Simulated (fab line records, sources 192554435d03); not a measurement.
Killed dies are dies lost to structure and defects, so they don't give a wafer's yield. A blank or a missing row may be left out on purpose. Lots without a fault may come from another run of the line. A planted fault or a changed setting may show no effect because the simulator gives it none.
fab line records | flow n5_finfet | part 2 of 2: steps 5 to 6 of 6
record lots=22 wafers=66 last_day=17
route steps=1938 shown FIN_CUT@176 STI_FIN_REVEAL@190 SPACER0@259 SD_EPI_N@278 SD_EPI_P@306
lots that met no fault: from a run of the same line without faults
start_h: hours from the record's first day to the start of the lot's first wafer shown | wait_h: hours since the lot's step before | " the same as in the row above | L1.1+2: a row that stands for several wafers | - no value, or no start given | * or withheld: withheld | < > ~ a bound
route shown NAME@n: a module of which the file shows steps, and the number in the route of the first | usual: mean/standard deviation of fault-free wafers | same: alike in all rows | chamber/n: place in a boat | sites: the reading at each site | _std_site: their standard deviation | _edge_site: outer sites' mean less inner sites' | radius_mm: how far each site lies from the wafer's centre | mask NAME#n: copy n | behind: the tool/chamber that last shaped the wafer | hold: why the lot was held/for how many hours/how that ended | device: the transistor (n, p or np) that didn't switch | end of line: the same wafers' tests at the end of the route | a step without rows: its recipe alone | killed: dies lost to structure and defects at the first sort, not the wafer's yield | map: a wafer's dies, x killed, . not, _ none there
set.NAME: the setting as run; set.NAME@STEP: as run at that earlier step | model.NAME: the simulator's own value behind a step, which no gauge read
steps of the route over a sample of lots; a table a step, a row a wafer
services: from which hour (start_h, from the record's first day; less than 0 if before it) a tool's chamber was out of use, for how many hours, and why
## steps
# step N5_SD_EPI_P_DESCUM_14
# recipe chemistry=O2 time_s=7.9 source_power_w=50 bias_power_w=20 pressure_mtorr=20 rf_frequency_hz=2.712e+07 temp_c=40 resist=CAR-ArF-block o2_flow_sccm=225
# usual drypump_motor_current_A=5.8/0.5 oes_product_au=0.79/0.084 rf_vpp_V=243.2/1.3 showerhead_plenum_p_Torr=2.09/0.074 throttle_valve_pct=20.47/0.2
# columns lot.wafer tool chamber start_h wait_h drypump_motor_current_A oes_product_au rf_hours_counter_h rf_vpp_V showerhead_plenum_p_Torr throttle_valve_pct
L074.1 rie_diel-05 0 51.74 0.0 5.6 0.72 218 243.4 2.08 20.38
L074.3 " 2 " " 5.3 0.77 134 244.7 2.09 20.68
L074.5 " 3 " " 5.7 0.69 - 241.6 1.99 20.64
L075.3 rie_diel-02 1 59.93 0.0 5.5 0.78 119 244.4 2.19 20.47
L075.5 " 1 " " 5.5 0.78 - 243.1 2.19 20.46
L075.6 " 0 " " 5.1 0.69 - 240.3 1.97 20.90
L076.1 rie_diel-05 0 68.00 0.1 5.6 0.72 223 243.3 2.07 20.38
L076.4 " 2 " " 5.4 0.76 140 242.9 2.09 20.69
L076.5 " 3 " " 5.7 0.69 - 241.6 1.98 20.64
L077.1 rie_diel-06 0 72.12 0.0 5.7 0.93 9 243.1 2.13 19.97
L077.4 " 2 " " 6.5 0.79 121 245.1 2.10 20.47
L077.6 " 3 " " 6.5 0.87 - 240.9 2.05 20.43
L078.1 rie_diel-06 3 77.58 0.0 6.6 0.86 50 242.8 2.05 20.43
L078.2 " 0 " " 5.7 0.93 11 244.2 2.13 19.98
L078.3 " 1 " " 5.5 0.76 151 242.2 2.00 20.30
L079.2 rie_diel-05 2 84.50 0.3 5.4 0.76 145 244.0 2.09 20.69
L079.3 " 0 " " 5.6 0.71 229 241.4 2.07 20.39
L079.5 " 2 " " 5.4 0.76 - 243.8 2.09 20.69
L080.1 rie_diel-05 2 91.74 0.0 5.4 0.76 148 245.2 2.09 20.70
L080.2 " 1 " " 5.8 0.77 149 242.1 2.18 20.56
L080.6 " 0 " " 5.6 0.70 - 242.1 2.07 20.41
L081.2 rie_diel-02 0 97.26 0.0 5.1 0.69 244 241.6 1.97 20.91
L081.4 " 1 " " 5.5 0.77 130 244.5 2.19 20.48
L081.5 " 3 " " 6.6 0.68 - 243.9 2.16 20.51
L082.3 rie_diel-05 0 106.12 0.0 5.6 0.70 237 244.0 2.07 20.39
L082.4 " 1 " " 5.9 0.76 154 243.7 2.18 20.57
L082.5 " 3 " " 5.7 0.69 - 241.3 1.98 20.66
L083.1 rie_diel-05 2 114.10 0.4 5.4 0.76 156 242.9 2.09 20.69
L083.3 " 3 " " 5.7 0.69 232 240.8 1.98 20.66
L083.5 " 2 " " 5.4 0.76 - 242.0 2.09 20.71
L084.1 rie_diel-06 1 116.81 0.1 5.5 0.76 163 242.9 1.99 20.32
L084.3 " 0 " " 5.7 0.89 24 243.7 2.13 20.00
L084.5 " 2 " " 6.5 0.78 - 243.7 2.10 20.50
L085.2 rie_diel-02 1 125.47 0.0 5.5 0.75 140 243.8 2.19 20.49
L085.4 " 2 " " 5.1 0.81 - 242.1 2.03 20.29
L085.5 " 3 " " 6.6 0.68 - 242.9 2.16 20.51
L086.2 rie_diel-05 1 132.95 0.0 5.8 0.76 162 244.8 2.18 20.58
L086.4 " 0 " " 5.6 0.69 244 241.7 2.07 20.42
L086.6 " 1 " " 5.9 0.75 - 244.6 2.18 20.57
L087.2 rie_diel-05 3 134.04 0.0 5.7 0.69 237 240.9 1.98 20.67
L087.3 " 0 " " 5.7 0.70 245 245.2 2.07 20.44
L087.4 " 1 " " 5.9 0.76 162 244.1 2.18 20.58
L089.1 rie_diel-06 3 144.52 0.2 6.6 0.85 69 240.5 2.04 20.44
L089.3 " 1 " " 5.5 0.75 171 242.1 1.99 20.32
L089.4 " 0 " " 5.7 0.89 32 242.9 2.12 20.02
L090.1 rie_diel-02 1 156.93 0.0 5.6 0.76 152 244.7 2.18 20.49
L090.2 " 0 " " 5.1 0.97 6 246.1 2.22 20.53
L090.3 " 2 " " 5.1 0.81 83 242.4 2.03 20.31
L092.1 rie_diel-06 0 164.93 0.0 5.8 0.87 37 243.4 2.12 20.01
L092.4 " 1 " " 5.5 0.75 175 242.2 1.99 20.34
L092.5 " 3 " " 6.5 0.85 - 241.9 2.04 20.43
L093.1 rie_diel-06 2 177.70 0.2 6.5 0.77 150 243.9 2.09 20.52
L093.2 " 0 " " 5.7 0.87 41 243.9 2.12 20.04
L093.5 " 1 " " 5.5 0.74 - 241.6 1.99 20.33
L094.2 rie_diel-02 2 178.97 0.6 5.1 0.80 90 243.0 2.03 20.34
L094.3 " 0 " " 5.1 0.93 14 244.5 2.22 20.55
L094.5 " 3 " " 6.5 0.96 - 242.7 2.16 20.18
L095.2 rie_diel-06 2 183.30 0.4 6.5 0.77 152 244.3 2.09 20.50
L095.4 " 0 " " 5.7 0.85 43 243.9 2.12 20.03
L095.6 " 1 " " 5.5 0.74 - 242.1 1.99 20.34
L096.1 rie_diel-02 1 191.89 0.0 5.5 0.74 163 244.6 2.18 20.52
L096.2 " 3 " " 6.5 0.94 11 243.2 2.15 20.18
L096.6 " 1 " " 5.5 0.75 - 245.4 2.18 20.55
L097.1 rie_diel-05 2 197.94 0.0 5.4 0.73 186 243.4 2.08 20.76
L097.2 " 1 " " 5.8 0.73 186 243.6 2.17 20.62
L097.4 " 0 " " 5.6 0.96 - 243.0 2.06 20.06
# step N5_SD_EPI_P_EPI_MEAS_23
# recipe mode=xrd
# usual thk_nm=60.6/1.2
# columns lot.wafer tool chamber start_h wait_h thk_nm
L074.1 film_metro-01 - 55.30 1.9 62.3
L074.3 " - " " 61.2
L074.5 " - " " 62.3
L075.3 film_metro-01 - 63.48 1.1 58.8
L075.5 " - " " 63.1
L075.6 " - " " 62.0
L076.1 film_metro-01 - 71.59 1.8 61.7
L076.4 " - " " 61.5
L076.5 " - " " 59.9
L077.1 film_metro-02 - 76.53 2.5 59.0
L077.4 " - " " 60.0
L077.6 " - " " 58.9
L078.1 film_metro-01 - 81.96 2.4 59.6
L078.2 " - " " 60.9
L078.3 " - " " 62.9
L079.2 film_metro-02 - 88.88 2.0 62.7
L079.3 " - " " 61.0
L079.5 " - " " 60.5
L080.1 film_metro-02 - 95.34 1.8 60.6
L080.2 " - " " 62.3
L080.6 " - " " 61.0
L081.2 film_metro-02 - 100.81 1.5 60.5
L081.4 " - " " 60.0
L081.5 " - " " 60.1
L082.3 film_metro-01 - 111.65 2.0 61.0
L082.4 " - " " 60.0
L082.5 " - " " 59.7
L083.1 film_metro-02 - 119.65 3.2 57.8
L083.3 " - " " 60.1
L083.5 " - " " 58.4
L084.1 film_metro-02 - 120.41 1.9 60.4
L084.3 " - " " 59.8
L084.5 " - " " 60.9
L085.2 film_metro-02 - 129.88 2.0 60.1
L085.4 " - " " 59.7
L085.5 " - " " 60.1
L086.2 film_metro-02 - 137.39 2.0 61.8
L086.4 " - " " 60.3
L086.6 " - " " 61.5
L087.2 film_metro-01 - 139.56 2.6 60.4
L087.3 " - " " 59.5
L087.4 " - " " 61.9
L089.1 film_metro-01 - 150.04 3.2 61.9
L089.3 " - " " 61.4
L089.4 " - " " 61.8
L090.1 film_metro-01 - 162.43 3.2 62.4
L090.2 " - " " 59.3
L090.3 " - " " 59.7
L092.1 film_metro-02 - 169.31 2.4 62.5
L092.4 " - " " 60.2
L092.5 " - " " 60.0
L093.1 film_metro-02 - 182.10 2.5 59.8
L093.2 " - " " 60.8
L093.5 " - " " 62.2
L094.2 film_metro-02 - 183.35 2.0 60.6
L094.3 " - " " 61.2
L094.5 " - " " 61.1
L095.2 film_metro-01 - 187.69 2.0 59.9
L095.4 " - " " 59.2
L095.6 " - " " 61.5
L096.1 film_metro-01 - 196.28 2.4 61.4
L096.2 " - " " 57.6
L096.6 " - " " 61.4
L097.1 film_metro-02 - 201.51 1.9 58.0
L097.2 " - " " 61.0
L097.4 " - " " 59.2
## services
# columns tool chamber start_h hours kind
rie_diel-06 0 10.41 8.6 repair
rie_diel-05 1 25.52 5.6 repair
rie_diel-06 3 28.31 5.2 repair
ald_sin-03 - 33.68 0.3 repair
rie_diel-05 1 35.94 9.7 repair
rie_diel-06 2 40.57 3.8 repair
rie_si-01 0 42.16 4.2 repair
rie_diel-04 2 44.97 6.9 repair
rie_si-01 3 51.92 8.0 repair
rie_diel-04 - 59.15 0.5 repair
ald_sin-01 1 59.55 1.4 repair
rie_diel-04 - 63.20 14.6 pm
rie_diel-05 3 87.43 14.2 repair
rie_diel-03 3 90.78 8.7 repair
rie_diel-06 1 113.05 1.8 repair
rie_diel-03 2 120.65 6.2 repair
rie_diel-01 1 121.10 5.2 repair
rie_diel-05 0 134.07 5.7 repair
rie_diel-03 0 155.80 6.7 repair
ald_sin-01 - 159.36 2.8 pm
ald_sin-01 - 163.98 6.0 pm
rie_si-01 2 174.11 15.4 repair
rie_si-01 - 196.32 2.8 pm
rie_diel-05 - 197.43 0.5 repair
